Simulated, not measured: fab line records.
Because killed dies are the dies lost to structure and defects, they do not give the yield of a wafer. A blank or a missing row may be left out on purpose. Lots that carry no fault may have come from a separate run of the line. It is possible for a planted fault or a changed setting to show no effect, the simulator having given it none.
Matching of chambers | flow n5Finfet | rieDiel-01 running N5_SDB_DESCUM_16: 4 sister chambers
The step chemistry O2, time 7.9 s. 8 wafers are shown with their chamber, then 10 later ones without.

WAFERS, EACH WITH ITS CHAMBER
wafer  | chamber | drypumpMotorCurrentA (A) | throttleValvePct (%)
L078.3 | 0       | 6.3                      | 20.5
L078.4 | 2       | 5.3                      | 20.3
L085.2 | 3       | 6.0                      | 20.4
L087.5 | 2       | 5.3                      | 20.4
L090.1 | 3       | 6.0                      | 20.4
L090.5 | 1       | 5.8                      | 21.2
L092.1 | 0       | 6.3                      | 20.5
L092.2 | 1       | 5.7                      | 21.2

WAFERS WHOSE CHAMBER IS MISSING
wafer  | drypumpMotorCurrentA (A) | throttleValvePct (%)
L092.4 | 5.3                      | 20.4
L094.3 | 6.3                      | 20.5
L094.4 | 5.7                      | 21.2
L094.6 | 5.7                      | 21.2
L095.2 | 6.3                      | 20.5
L095.5 | 6.0                      | 20.4
L095.6 | 5.3                      | 20.4
L097.2 | 5.8                      | 21.2
L097.4 | 5.3                      | 20.4
L097.6 | 5.8                      | 21.2

EACH ONE'S CHAMBER
wafer  | from the rows above | in truth
L092.4 | 2                   | 2
L094.3 | 0                   | 0
L094.4 | 1                   | 1
L094.6 | 1                   | 1
L095.2 | 0                   | 0
L095.5 | 3                   | 3
L095.6 | 2                   | 2
L097.2 | 1                   | 1
L097.4 | 2                   | 2
L097.6 | 1                   | 1
Correctly placed: 10 of 10. From these rows, 0 cannot be placed. 0 placed wrongly.
How it was worked out, from the rows above alone: a wafer's distance from a chamber is the root of the sum, over the readings, of the square of ((its reading less the chamber's mean) divided by the reading's scatter). If the next closest chamber is less than 2 further off than the closest, the wafer can't be placed; otherwise it belongs to the closest. Each chamber's mean is taken over the wafers shown for it. The scatter: the root of (the sum of the squares of (reading less its chamber's mean) over the shown wafers, divided by (wafers less chambers)).
